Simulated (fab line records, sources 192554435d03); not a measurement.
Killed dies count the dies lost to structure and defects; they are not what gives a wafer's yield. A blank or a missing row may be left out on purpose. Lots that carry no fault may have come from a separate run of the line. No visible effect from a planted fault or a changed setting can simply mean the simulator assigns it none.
Split-lot experiment || flow n5 finfet || 7 lots, 21 wafers read, on a route of 1938 steps

THE SPLIT
At N5_MIM_TOP_SPUTTER_03 (material TiN, target thk 35 nm, time 89.7 s), the setting time s was moved away from the recipe's 89.7 s on 10 of the 21 wafers read, by -14.1% to -5.6%. This setting was run at the recipe's value on the other wafers.

The split's own step is where the reading is taken.

THE READING
TiN_of_MIM_TOP_SPUTTER_03.thk nm (the simulator's own value, which no gauge read), in nm, at N5_MIM_TOP_SPUTTER_03 (material TiN, target thk 35 nm, time 89.7 s). There is no usual value for it anywhere in the file. Average 34.9 nm, standard deviation 0.27 nm, over the 11 wafers here run with the recipe.

{"wafer": "L078.1", "tool, chamber at the split": "pvd sputter-03, -", "time s as run, s": 78.38, "against the recipe": "-12.6%", "TiN_of_MIM_TOP_SPUTTER_03.thk nm, nm": 30.4, "against lot-mates on the recipe": -4.8}
{"wafer": "L078.2", "tool, chamber at the split": "pvd sputter-03, -", "time s as run, s": 89.7, "against the recipe": "recipe", "TiN_of_MIM_TOP_SPUTTER_03.thk nm, nm": 35.2, "against lot-mates on the recipe": "-"}
{"wafer": "L078.4", "tool, chamber at the split": "pvd sputter-03, -", "time s as run, s": 78.38, "against the recipe": "-12.6%", "TiN_of_MIM_TOP_SPUTTER_03.thk nm, nm": 31.2, "against lot-mates on the recipe": -4.0}
{"wafer": "L079.4", "tool, chamber at the split": "pvd sputter-03, -", "time s as run, s": 89.7, "against the recipe": "recipe", "TiN_of_MIM_TOP_SPUTTER_03.thk nm, nm": 34.6, "against lot-mates on the recipe": "-"}
{"wafer": "L079.6", "tool, chamber at the split": "pvd sputter-03, -", "time s as run, s": 89.7, "against the recipe": "recipe", "TiN_of_MIM_TOP_SPUTTER_03.thk nm, nm": 34.6, "against lot-mates on the recipe": "-"}
{"wafer": "L079.5", "tool, chamber at the split": "pvd sputter-03, -", "time s as run, s": 89.7, "against the recipe": "recipe", "TiN_of_MIM_TOP_SPUTTER_03.thk nm, nm": 34.8, "against lot-mates on the recipe": "-"}
{"wafer": "L080.2", "tool, chamber at the split": "pvd sputter-01, -", "time s as run, s": 89.7, "against the recipe": "recipe", "TiN_of_MIM_TOP_SPUTTER_03.thk nm, nm": 34.6, "against lot-mates on the recipe": "-"}
{"wafer": "L080.3", "tool, chamber at the split": "pvd sputter-01, -", "time s as run, s": 83.53, "against the recipe": "-6.9%", "TiN_of_MIM_TOP_SPUTTER_03.thk nm, nm": 31.8, "against lot-mates on the recipe": -2.8}
{"wafer": "L080.5", "tool, chamber at the split": "pvd sputter-01, -", "time s as run, s": 83.53, "against the recipe": "-6.9%", "TiN_of_MIM_TOP_SPUTTER_03.thk nm, nm": 32.2, "against lot-mates on the recipe": -2.4}
{"wafer": "L081.1", "tool, chamber at the split": "pvd sputter-03, -", "time s as run, s": 89.7, "against the recipe": "recipe", "TiN_of_MIM_TOP_SPUTTER_03.thk nm, nm": 35.2, "against lot-mates on the recipe": "-"}
{"wafer": "L081.2", "tool, chamber at the split": "pvd sputter-03, -", "time s as run, s": 84.68, "against the recipe": "-5.6%", "TiN_of_MIM_TOP_SPUTTER_03.thk nm, nm": 33, "against lot-mates on the recipe": -2.2}
{"wafer": "L081.3", "tool, chamber at the split": "pvd sputter-03, -", "time s as run, s": 84.68, "against the recipe": "-5.6%", "TiN_of_MIM_TOP_SPUTTER_03.thk nm, nm": 33.8, "against lot-mates on the recipe": -1.4}
{"wafer": "L083.2", "tool, chamber at the split": "pvd sputter-02, -", "time s as run, s": 77.06, "against the recipe": "-14.1%", "TiN_of_MIM_TOP_SPUTTER_03.thk nm, nm": 29.8, "against lot-mates on the recipe": -5.2}
{"wafer": "L083.3", "tool, chamber at the split": "pvd sputter-02, -", "time s as run, s": 77.06, "against the recipe": "-14.1%", "TiN_of_MIM_TOP_SPUTTER_03.thk nm, nm": 30, "against lot-mates on the recipe": -5.0}
{"wafer": "L083.4", "tool, chamber at the split": "pvd sputter-02, -", "time s as run, s": 89.7, "against the recipe": "recipe", "TiN_of_MIM_TOP_SPUTTER_03.thk nm, nm": 35, "against lot-mates on the recipe": "-"}
{"wafer": "L084.1", "tool, chamber at the split": "pvd sputter-02, -", "time s as run, s": 89.7, "against the recipe": "recipe", "TiN_of_MIM_TOP_SPUTTER_03.thk nm, nm": 35.2, "against lot-mates on the recipe": "-"}
{"wafer": "L084.2", "tool, chamber at the split": "pvd sputter-02, -", "time s as run, s": 89.7, "against the recipe": "recipe", "TiN_of_MIM_TOP_SPUTTER_03.thk nm, nm": 35, "against lot-mates on the recipe": "-"}
{"wafer": "L084.4", "tool, chamber at the split": "pvd sputter-02, -", "time s as run, s": 89.7, "against the recipe": "recipe", "TiN_of_MIM_TOP_SPUTTER_03.thk nm, nm": 35.4, "against lot-mates on the recipe": "-"}
{"wafer": "L095.2", "tool, chamber at the split": "pvd sputter-02, -", "time s as run, s": 84.39, "against the recipe": "-5.9%", "TiN_of_MIM_TOP_SPUTTER_03.thk nm, nm": 32.8, "against lot-mates on the recipe": -2.0}
{"wafer": "L095.3", "tool, chamber at the split": "pvd sputter-02, -", "time s as run, s": 84.39, "against the recipe": "-5.9%", "TiN_of_MIM_TOP_SPUTTER_03.thk nm, nm": 32.8, "against lot-mates on the recipe": -2.0}
{"wafer": "L095.5", "tool, chamber at the split": "pvd sputter-02, -", "time s as run, s": 89.7, "against the recipe": "recipe", "TiN_of_MIM_TOP_SPUTTER_03.thk nm, nm": 34.8, "against lot-mates on the recipe": "-"}

FIT RESULTS
A straight line over all 21 wafers: TiN_of_MIM_TOP_SPUTTER_03.thk nm changes by +0.349 nm for each +1% of time s; r = +0.98; the points scatter about the line by 0.37 nm.
The same after taking each lot's own level away (the mean of its wafers on the recipe; 21 wafers): +0.356 nm for each +1%; r = +0.99; scatter 0.23 nm.
On that fit, the largest move of time s shifts the reading by 5 nm.
The lots' own levels span 34.60 to 35.20 nm, that is 2.2 times the standard deviation above.
Consequently the slope shifts little with the lot-to-lot level, the two slopes agreeing.
Check: -4.95 nm against its lot-mates is what the line predicts for one of the wafers moved furthest among these (-14.1%) when that wafer is left out of the fit. It came out at -5.2 nm against them.

THESE WAFERS: OTHER SPLITS
Other splits were also applied to these wafers ahead of the reading. Each is held against what the fit with the lots' levels taken away leaves over:
{"other split on the same wafers": "N5_BEOL_M14_DEVELOP_27 develop time s", "wafers away from the commonest value": 9, "r with TiN_of_MIM_TOP_SPUTTER_03.thk nm (lot level and that fit taken away)": "+0.18"}
{"other split on the same wafers": "N5_BEOL_M15_COAT_22 spin rpm", "wafers away from the commonest value": 4, "r with TiN_of_MIM_TOP_SPUTTER_03.thk nm (lot level and that fit taken away)": "+0.17"}

THE FILE'S OWN FIT
TiN_of_MIM_TOP_SPUTTER_03.thk nm changes by +0.355 nm for each +1% of time s, r = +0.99.
